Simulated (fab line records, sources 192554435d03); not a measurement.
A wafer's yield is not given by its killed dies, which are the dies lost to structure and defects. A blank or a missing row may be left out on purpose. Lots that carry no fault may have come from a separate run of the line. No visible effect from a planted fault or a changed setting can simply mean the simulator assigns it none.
Split-lot trial || flow n5-finfet || 7 lots, 21 wafers read, on a route of 1938 steps

== ON THE SPLIT ==
At N5_BEOL_M0_ETCH_128 (etches SiCN in CF4/N2, target depth 12 nm, overetch 5.1 nm, time 21.4 s), the setting source-w was moved away from the recipe's 430 W on 7 of the 21 wafers read, by -14.1% to +8.8%. For the rest of the wafers, this setting stayed at what the recipe calls for.

The split's own step is where the reading is taken.

== THE READING ==
rf-vpp-V, in V, at N5_BEOL_M0_ETCH_128 (etches SiCN in CF4/N2, target depth 12 nm, overetch 5.1 nm, time 21.4 s). A value of 381.9 V with a standard deviation of 1.8 V is what fault-free wafers of this fab line usually give.

{"wafer": "L076.1", "tool, chamber at the split": "rie-diel-02, 1", "source-w as run, W": 430, "against the recipe": "recipe", "rf-vpp-V, V": 384.2, "against lot-mates on the recipe": "-"}
{"wafer": "L076.2", "tool, chamber at the split": "rie-diel-02, 3", "source-w as run, W": 430, "against the recipe": "recipe", "rf-vpp-V, V": 379.8, "against lot-mates on the recipe": "-"}
{"wafer": "L076.6", "tool, chamber at the split": "rie-diel-02, 1", "source-w as run, W": 430, "against the recipe": "recipe", "rf-vpp-V, V": 385.5, "against lot-mates on the recipe": "-"}
{"wafer": "L081.2", "tool, chamber at the split": "rie-diel-03, 3", "source-w as run, W": 453.7, "against the recipe": "+5.5%", "rf-vpp-V, V": 375.7, "against lot-mates on the recipe": -4.5}
{"wafer": "L081.5", "tool, chamber at the split": "rie-diel-03, 1", "source-w as run, W": 453.7, "against the recipe": "+5.5%", "rf-vpp-V, V": 375.6, "against lot-mates on the recipe": -4.6}
{"wafer": "L081.6", "tool, chamber at the split": "rie-diel-03, 0", "source-w as run, W": 430, "against the recipe": "recipe", "rf-vpp-V, V": 380.2, "against lot-mates on the recipe": "-"}
{"wafer": "L086.3", "tool, chamber at the split": "rie-diel-05, 2", "source-w as run, W": 430, "against the recipe": "recipe", "rf-vpp-V, V": 381.2, "against lot-mates on the recipe": "-"}
{"wafer": "L086.4", "tool, chamber at the split": "rie-diel-05, 0", "source-w as run, W": 430, "against the recipe": "recipe", "rf-vpp-V, V": 383.6, "against lot-mates on the recipe": "-"}
{"wafer": "L086.5", "tool, chamber at the split": "rie-diel-05, 3", "source-w as run, W": 430, "against the recipe": "recipe", "rf-vpp-V, V": 383.6, "against lot-mates on the recipe": "-"}
{"wafer": "L089.2", "tool, chamber at the split": "rie-diel-03, 0", "source-w as run, W": 430, "against the recipe": "recipe", "rf-vpp-V, V": 382.5, "against lot-mates on the recipe": "-"}
{"wafer": "L089.3", "tool, chamber at the split": "rie-diel-03, 3", "source-w as run, W": 430, "against the recipe": "recipe", "rf-vpp-V, V": 381.9, "against lot-mates on the recipe": "-"}
{"wafer": "L089.4", "tool, chamber at the split": "rie-diel-03, 0", "source-w as run, W": 430, "against the recipe": "recipe", "rf-vpp-V, V": 381.4, "against lot-mates on the recipe": "-"}
{"wafer": "L091.3", "tool, chamber at the split": "rie-diel-02, 1", "source-w as run, W": 430, "against the recipe": "recipe", "rf-vpp-V, V": 382.0, "against lot-mates on the recipe": "-"}
{"wafer": "L091.4", "tool, chamber at the split": "rie-diel-02, 2", "source-w as run, W": 369.3, "against the recipe": "-14.1%", "rf-vpp-V, V": 401.2, "against lot-mates on the recipe": "+19.2"}
{"wafer": "L091.5", "tool, chamber at the split": "rie-diel-02, 0", "source-w as run, W": 369.3, "against the recipe": "-14.1%", "rf-vpp-V, V": 396.5, "against lot-mates on the recipe": "+14.5"}
{"wafer": "L095.2", "tool, chamber at the split": "rie-diel-02, 1", "source-w as run, W": 467.9, "against the recipe": "+8.8%", "rf-vpp-V, V": 371.9, "against lot-mates on the recipe": -6.4}
{"wafer": "L095.4", "tool, chamber at the split": "rie-diel-02, 0", "source-w as run, W": 430, "against the recipe": "recipe", "rf-vpp-V, V": 378.6, "against lot-mates on the recipe": "-"}
{"wafer": "L095.6", "tool, chamber at the split": "rie-diel-02, 0", "source-w as run, W": 430, "against the recipe": "recipe", "rf-vpp-V, V": 378.0, "against lot-mates on the recipe": "-"}
{"wafer": "L097.1", "tool, chamber at the split": "rie-diel-05, 3", "source-w as run, W": 430, "against the recipe": "recipe", "rf-vpp-V, V": 382.9, "against lot-mates on the recipe": "-"}
{"wafer": "L097.3", "tool, chamber at the split": "rie-diel-05, 1", "source-w as run, W": 404, "against the recipe": "-6.0%", "rf-vpp-V, V": 392.6, "against lot-mates on the recipe": "+9.7"}
{"wafer": "L097.6", "tool, chamber at the split": "rie-diel-05, 3", "source-w as run, W": 404, "against the recipe": "-6.0%", "rf-vpp-V, V": 392.1, "against lot-mates on the recipe": "+9.2"}

FIT RESULTS
A straight line over all 21 wafers: rf-vpp-V changes by -1.24 V for each +1% of source-w; r = -0.95; the points scatter about the line by 2.2 V.
The same after taking each lot's own level away (the mean of its wafers on the recipe; 21 wafers): -1.12 V for each +1%; r = -0.96; scatter 1.7 V.
The reading moves by 16 V for the largest change in source-w, on that fit.
Measured against the standard deviation above, the lots' own levels, which go from 378.30 to 383.17 V, span 2.7 times it.
So the lot-to-lot level changes the slope: the two fits differ.
Check: +15.1 V against its lot-mates is what the line predicts for one of the wafers moved furthest among these (-14.1%) when that wafer is left out of the fit. It came out at +19.2 V against them.
Tool readings at the split's step, against how far the setting was moved: rf-vpp-V r = -0.95.

== THESE WAFERS: OTHER SPLITS ==
Note: prior to the reading, these wafers also went through further splits. Each is held against what the fit with the lots' levels taken away leaves over:
{"other split on the same wafers": "N5_MOL_CONTACT_COAG_DESCUM_45 time-s", "wafers away from the commonest value": 8, "r with rf-vpp-V (lot level and that fit taken away)": -0.09}
{"other split on the same wafers": "N5_BEOL_M0_SAQP_ETCH_106 target-depth-a", "wafers away from the commonest value": 8, "r with rf-vpp-V (lot level and that fit taken away)": -0.21}
{"other split on the same wafers": "N5_BEOL_M0_SAQP_SPACER2_ALD_26 target-thk-a", "wafers away from the commonest value": 5, "r with rf-vpp-V (lot level and that fit taken away)": -0.22}
{"other split on the same wafers": "N5_BEOL_M0_ETCH_138 source-w", "wafers away from the commonest value": 5, "r with rf-vpp-V (lot level and that fit taken away)": "+0.03"}

== FILE'S OWN FIT ==
rf-vpp-V changes by -1.1 V for each +1% of source-w, r = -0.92.
